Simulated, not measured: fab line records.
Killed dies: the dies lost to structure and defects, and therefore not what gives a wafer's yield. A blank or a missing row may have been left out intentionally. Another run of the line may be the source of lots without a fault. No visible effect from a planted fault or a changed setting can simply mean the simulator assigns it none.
Chamber matching | flow n5Finfet | rieDiel-02 running N5_MOL_CONTACT_COAG_DESCUM_13: 4 sister chambers
The step chemistry O2, time 7 s. 18 wafers are shown with their chamber, then 9 later ones without.

## WAFERS, EACH WITH ITS CHAMBER
wafer  | chamber | showerheadPlenumPTorr (Torr) | drypumpMotorCurrentA (A) | throttleValvePct (%)
L074.1 | 3       | 2.12                         | 5.2                      | 20.51
L074.2 | 1       | 2.23                         | 4.9                      | 20.49
L074.3 | 2       | 2.20                         | 6.4                      | 20.16
L075.1 | 3       | 2.12                         | 5.2                      | 20.52
L075.4 | 2       | 2.20                         | 6.4                      | 20.18
L075.6 | 1       | 2.23                         | 5.0                      | 20.49
L078.2 | 0       | 2.10                         | 4.9                      | 20.36
L078.4 | 1       | 2.23                         | 5.0                      | 20.50
L078.5 | 2       | 2.20                         | 6.4                      | 20.20
L080.2 | 3       | 2.12                         | 5.2                      | 20.53
L080.4 | 2       | 2.20                         | 6.4                      | 20.20
L080.5 | 2       | 2.20                         | 6.4                      | 20.20
L082.1 | 1       | 2.23                         | 5.0                      | 20.52
L082.4 | 3       | 2.12                         | 5.2                      | 20.55
L082.6 | 0       | 2.09                         | 4.9                      | 20.38
L084.1 | 1       | 2.23                         | 5.0                      | 20.52
L084.4 | 2       | 2.19                         | 6.3                      | 20.19
L084.6 | 0       | 2.09                         | 4.8                      | 20.37

SIGNATURES (means of the wafers above)
reading               | chamber 0 | chamber 1 | chamber 2 | chamber 3 | scatter within a chamber
showerheadPlenumPTorr | 2.0933    | 2.2300    | 2.1983    | 2.1200    | 0.00327
drypumpMotorCurrentA  | 4.867     | 4.980     | 6.383     | 5.200     | 0.0405
throttleValvePct      | 20.3700   | 20.5040   | 20.1883   | 20.5275   | 0.0153
Rule: a wafer's distance from a chamber is the root of the sum, over the readings, of the square of ((its reading less the chamber's mean) divided by the reading's scatter). If the next closest chamber is less than 2 further off than the closest, the wafer can't be placed; otherwise it belongs to the closest. The scatter is the square root of a quotient: the sum, over the shown wafers, of each reading's squared deviation from its chamber's mean, divided by wafers minus chambers.

## WAFERS MISSING THEIR CHAMBER
wafer  | showerheadPlenumPTorr (Torr) | drypumpMotorCurrentA (A) | throttleValvePct (%)
L091.1 | 2.19                         | 6.3                      | 20.23
L091.5 | 2.19                         | 6.3                      | 20.22
L091.6 | 2.11                         | 5.2                      | 20.58
L095.1 | 2.11                         | 5.2                      | 20.56
L095.4 | 2.09                         | 4.9                      | 20.39
L095.6 | 2.22                         | 5.0                      | 20.55
L097.2 | 2.22                         | 5.0                      | 20.58
L097.5 | 2.22                         | 5.0                      | 20.55
L097.6 | 2.08                         | 4.9                      | 20.40

## THE CHAMBER EACH PASSED THROUGH
wafer  | from the rows above | in truth
L091.1 | 2                   | 2
L091.5 | 2                   | 2
L091.6 | 3                   | 3
L095.1 | 3                   | 3
L095.4 | 0                   | 0
L095.6 | 1                   | 1
L097.2 | 1                   | 1
L097.5 | 1                   | 1
L097.6 | 0                   | 0
Placed correctly: 9 of 9. Left unplaced by these rows: 0. Number placed wrongly: 0.
